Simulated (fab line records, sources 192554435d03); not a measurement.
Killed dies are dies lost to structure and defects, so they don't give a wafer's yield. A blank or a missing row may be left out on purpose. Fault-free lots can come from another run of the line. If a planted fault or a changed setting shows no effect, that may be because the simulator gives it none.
Matching of chambers || flow n5-finfet || N5_FIN_SAQP_SPACER1_ALD_24 on ald-sin-04 has 4 sister chambers
The step deposits SiO2, target thk 20.3 nm, pulse time 1 s, purge time 2 s. 18 wafers are shown with their chamber, then 9 later ones without.

== WAFERS, EACH WITH ITS CHAMBER ==
{"wafer": "L076.4", "chamber": 2, "heater-power-w (W)": 406, "heater-power-outer-w (W)": 244, "precursor-pulse-height-rel": 0.960}
{"wafer": "L076.5", "chamber": 1, "heater-power-w (W)": 440, "heater-power-outer-w (W)": 260, "precursor-pulse-height-rel": 0.993}
{"wafer": "L076.6", "chamber": 2, "heater-power-w (W)": 417, "heater-power-outer-w (W)": 250, "precursor-pulse-height-rel": 1.012}
{"wafer": "L078.4", "chamber": 0, "heater-power-w (W)": 476, "heater-power-outer-w (W)": 289, "precursor-pulse-height-rel": 0.981}
{"wafer": "L078.5", "chamber": 1, "heater-power-w (W)": 441, "heater-power-outer-w (W)": 257, "precursor-pulse-height-rel": 0.996}
{"wafer": "L078.6", "chamber": 2, "heater-power-w (W)": 424, "heater-power-outer-w (W)": 253, "precursor-pulse-height-rel": 1.014}
{"wafer": "L081.1", "chamber": 3, "heater-power-w (W)": 532, "heater-power-outer-w (W)": 307, "precursor-pulse-height-rel": 1.005}
{"wafer": "L081.2", "chamber": 2, "heater-power-w (W)": 422, "heater-power-outer-w (W)": 246, "precursor-pulse-height-rel": 0.984}
{"wafer": "L081.4", "chamber": 1, "heater-power-w (W)": 444, "heater-power-outer-w (W)": 262, "precursor-pulse-height-rel": 1.002}
{"wafer": "L083.2", "chamber": 0, "heater-power-w (W)": 487, "heater-power-outer-w (W)": 290, "precursor-pulse-height-rel": 1.004}
{"wafer": "L083.3", "chamber": 3, "heater-power-w (W)": 532, "heater-power-outer-w (W)": 310, "precursor-pulse-height-rel": 1.023}
{"wafer": "L083.4", "chamber": 2, "heater-power-w (W)": 426, "heater-power-outer-w (W)": 252, "precursor-pulse-height-rel": 0.999}
{"wafer": "L086.3", "chamber": 1, "heater-power-w (W)": 438, "heater-power-outer-w (W)": 267, "precursor-pulse-height-rel": 0.994}
{"wafer": "L086.5", "chamber": 1, "heater-power-w (W)": 433, "heater-power-outer-w (W)": 260, "precursor-pulse-height-rel": 1.006}
{"wafer": "L086.6", "chamber": 0, "heater-power-w (W)": 489, "heater-power-outer-w (W)": 273, "precursor-pulse-height-rel": 1.006}
{"wafer": "L087.2", "chamber": 1, "heater-power-w (W)": 444, "heater-power-outer-w (W)": 266, "precursor-pulse-height-rel": 1.019}
{"wafer": "L087.4", "chamber": 0, "heater-power-w (W)": 494, "heater-power-outer-w (W)": 281, "precursor-pulse-height-rel": 1.009}
{"wafer": "L087.6", "chamber": 3, "heater-power-w (W)": 565, "heater-power-outer-w (W)": 303, "precursor-pulse-height-rel": 0.995}

SIGNATURES (averages over the wafers above)
{"reading": "heater-power-w", "chamber 0": 486.50, "chamber 1": 440.00, "chamber 2": 419.00, "chamber 3": 543.00, "scatter within a chamber": 9.42}
{"reading": "heater-power-outer-w", "chamber 0": 283.25, "chamber 1": 262.00, "chamber 2": 249.00, "chamber 3": 306.67, "scatter within a chamber": 4.98}
{"reading": "precursor-pulse-height-rel", "chamber 0": 1.00000, "chamber 1": 1.00167, "chamber 2": 0.99380, "chamber 3": 1.00767, "scatter within a chamber": 0.0156}
Rule: for each reading, subtract the chamber's mean from the wafer's reading, divide by that reading's scatter and square the result; add these up over the readings and take the root, which gives the wafer's distance from the chamber. The wafer belongs to the nearest chamber; if the next one is less than 2 further off, it can't be placed. The scatter: the root of (the sum of the squares of (reading less its chamber's mean) over the shown wafers, divided by (wafers less chambers)).

== WAFERS MISSING THEIR CHAMBER ==
{"wafer": "L089.1", "heater-power-w (W)": 473, "heater-power-outer-w (W)": 274, "precursor-pulse-height-rel": 0.993}
{"wafer": "L089.2", "heater-power-w (W)": 439, "heater-power-outer-w (W)": 261, "precursor-pulse-height-rel": 1.007}
{"wafer": "L089.3", "heater-power-w (W)": 419, "heater-power-outer-w (W)": 254, "precursor-pulse-height-rel": 0.983}
{"wafer": "L091.1", "heater-power-w (W)": 450, "heater-power-outer-w (W)": 261, "precursor-pulse-height-rel": 0.984}
{"wafer": "L091.2", "heater-power-w (W)": 519, "heater-power-outer-w (W)": 320, "precursor-pulse-height-rel": 1.019}
{"wafer": "L091.3", "heater-power-w (W)": 490, "heater-power-outer-w (W)": 285, "precursor-pulse-height-rel": 1.010}
{"wafer": "L094.1", "heater-power-w (W)": 553, "heater-power-outer-w (W)": 314, "precursor-pulse-height-rel": 1.027}
{"wafer": "L094.5", "heater-power-w (W)": 556, "heater-power-outer-w (W)": 321, "precursor-pulse-height-rel": 0.988}
{"wafer": "L094.6", "heater-power-w (W)": 491, "heater-power-outer-w (W)": 278, "precursor-pulse-height-rel": 1.003}

== WHICH CHAMBER EACH ONE RAN IN ==
{"wafer": "L089.1", "from the rows above": "can't be placed: 0 or 1", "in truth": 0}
{"wafer": "L089.2", "from the rows above": 1, "in truth": 1}
{"wafer": "L089.3", "from the rows above": "can't be placed: 2 or 1", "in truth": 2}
{"wafer": "L091.1", "from the rows above": 1, "in truth": 1}
{"wafer": "L091.2", "from the rows above": 3, "in truth": 3}
{"wafer": "L091.3", "from the rows above": 0, "in truth": 0}
{"wafer": "L094.1", "from the rows above": 3, "in truth": 3}
{"wafer": "L094.5", "from the rows above": 3, "in truth": 3}
{"wafer": "L094.6", "from the rows above": 0, "in truth": 0}
7 of 9 placed correctly. These rows do not allow placing 2 (true chamber among the candidates in 2). Number placed wrongly: 0.
